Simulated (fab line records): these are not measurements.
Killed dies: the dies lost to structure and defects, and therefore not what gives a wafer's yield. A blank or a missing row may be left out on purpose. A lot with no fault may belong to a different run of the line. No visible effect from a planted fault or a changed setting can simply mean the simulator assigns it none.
Split-lot trial + flow n5 finfet + on a route of 1938 steps: 7 lots, 21 wafers read

== THE SPLIT ITSELF ==
At N5_SDB_COAT_04 (time 60 s, resist thk 18 nm), the setting spin rpm was moved away from the recipe's 1500 rpm on 4 of the 21 wafers read, by -11.2% to +7.5%. All remaining wafers had this setting at the recipe value.

== FROM THE SPLIT TO THE READING: what the file shows between them, 7 steps ==
- N5_SDB_COAT_05: resist thk 90 nm (also split here: spin rpm)
- N5_SDB_EBR_07
- N5_SDB_SOFTBAKE_06: time 60 s
- N5_SDB_EXPOSE_08: exposes mask SDB
- N5_SDB_PEB_09: peb time 60 s
- N5_SDB_DEVELOP_10: develop time 30 s
- N5_SDB_DESCUM_16: chemistry O2, time 7.9 s

== THE READING ==
etch.depth nm (the simulator's own value, which no gauge read), in nm, at N5_SDB_ETCH_17 (etches SiARC in CF4, target depth 23.4 nm, time 39 s). No usual value for it is given in the file. Average 17.99 nm, standard deviation 0.037 nm, over the 17 wafers here run with the recipe.

| wafer  | tool, chamber at the split | spin rpm as run, rpm | against the recipe | etch.depth nm, nm | against lot-mates on the recipe |
|--------|----------------------------|----------------------|--------------------|-------------------|---------------------------------|
| L081.2 | litho track-02, 0          | 1500                 | recipe             | 18.01             | -                               |
| L081.3 | litho track-02, 0          | 1500                 | recipe             | 18.03             | -                               |
| L081.4 | litho track-02, 0          | 1422                 | -5.2%              | 18.53             | +0.51                           |
| L082.1 | litho track-05, 0          | 1500                 | recipe             | 17.91             | -                               |
| L082.4 | litho track-05, 0          | 1500                 | recipe             | 17.95             | -                               |
| L082.5 | litho track-05, 0          | 1500                 | recipe             | 17.93             | -                               |
| L083.1 | litho track-05, 0          | 1500                 | recipe             | 17.99             | -                               |
| L083.4 | litho track-05, 0          | 1500                 | recipe             | 18.03             | -                               |
| L083.6 | litho track-05, 0          | 1500                 | recipe             | 17.95             | -                               |
| L089.2 | litho track-04, 0          | 1561                 | +4.1%              | 17.62             | -0.36                           |
| L089.3 | litho track-04, 0          | 1500                 | recipe             | 17.99             | -                               |
| L089.6 | litho track-04, 0          | 1500                 | recipe             | 17.98             | -                               |
| L092.4 | litho track-05, 0          | 1500                 | recipe             | 18.02             | -                               |
| L092.5 | litho track-05, 0          | 1500                 | recipe             | 18.03             | -                               |
| L092.6 | litho track-05, 0          | 1332                 | -11.2%             | 19.16             | +1.14                           |
| L093.1 | litho track-04, 0          | 1500                 | recipe             | 18.03             | -                               |
| L093.3 | litho track-04, 0          | 1500                 | recipe             | 17.99             | -                               |
| L093.5 | litho track-04, 0          | 1500                 | recipe             | 18                | -                               |
| L094.2 | litho track-05, 0          | 1500                 | recipe             | 18.01             | -                               |
| L094.4 | litho track-05, 0          | 1500                 | recipe             | 18.04             | -                               |
| L094.6 | litho track-05, 0          | 1612                 | +7.5%              | 17.38             | -0.64                           |

FIT RESULTS
A straight line over all 21 wafers: etch.depth nm changes by -0.0974 nm for each +1% of spin rpm; r = -0.99; the points scatter about the line by 0.046 nm.
The same after taking each lot's own level away (the mean of its wafers on the recipe; 21 wafers): -0.0962 nm for each +1%; r = -1.00; scatter 0.027 nm.
On that fit, the largest move of spin rpm shifts the reading by 1.1 nm.
The lots' own levels span 17.930 to 18.025 nm, that is 2.5 times the standard deviation above.
Hence the lot-to-lot level has little effect on the slope; both slopes agree.
Check: for one of the wafers moved furthest among these (-11.2%), held out of the fit, the line's prediction against its lot-mates is +1.02 nm. It came out at +1.14 nm against them.

== FURTHER SPLITS ON THESE WAFERS ==
Note: prior to the reading, these wafers also went through further splits. Each is held against what the fit with the lots' levels taken away leaves over:
| other split on the same wafers | wafers away from the commonest value | r with etch.depth nm (lot level and that fit taken away) |
|--------------------------------|--------------------------------------|----------------------------------------------------------|
| N5_SD_EPI_N_PRECLEAN_49 time s | 4                                    | +0.00                                                    |
| N5_SDB_COAT_05 spin rpm        | 3                                    | -0.12                                                    |

== THE WHOLE CHAIN: every reading that the file lists as answering this split, in the file's order ==
| step           | what it does                                         | reading                                                                      | change (the file's fit)                | r (the file's) |
|----------------|------------------------------------------------------|------------------------------------------------------------------------------|----------------------------------------|----------------|
| N5_SDB_COAT_04 | time 60 s, resist thk 18 nm                          | SiARC_of_SDB_COAT_04.thk nm (the simulator's own value, which no gauge read) | -0.101 nm for each +1% of the setting  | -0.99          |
| N5_SDB_ETCH_17 | etches SiARC in CF4, target depth 23.4 nm, time 39 s | etch.depth nm (the simulator's own value, which no gauge read)               | -0.0964 nm for each +1% of the setting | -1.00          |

== FILE'S OWN FIT ==
etch.depth nm changes by -0.0964 nm for each +1% of spin rpm, r = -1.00.
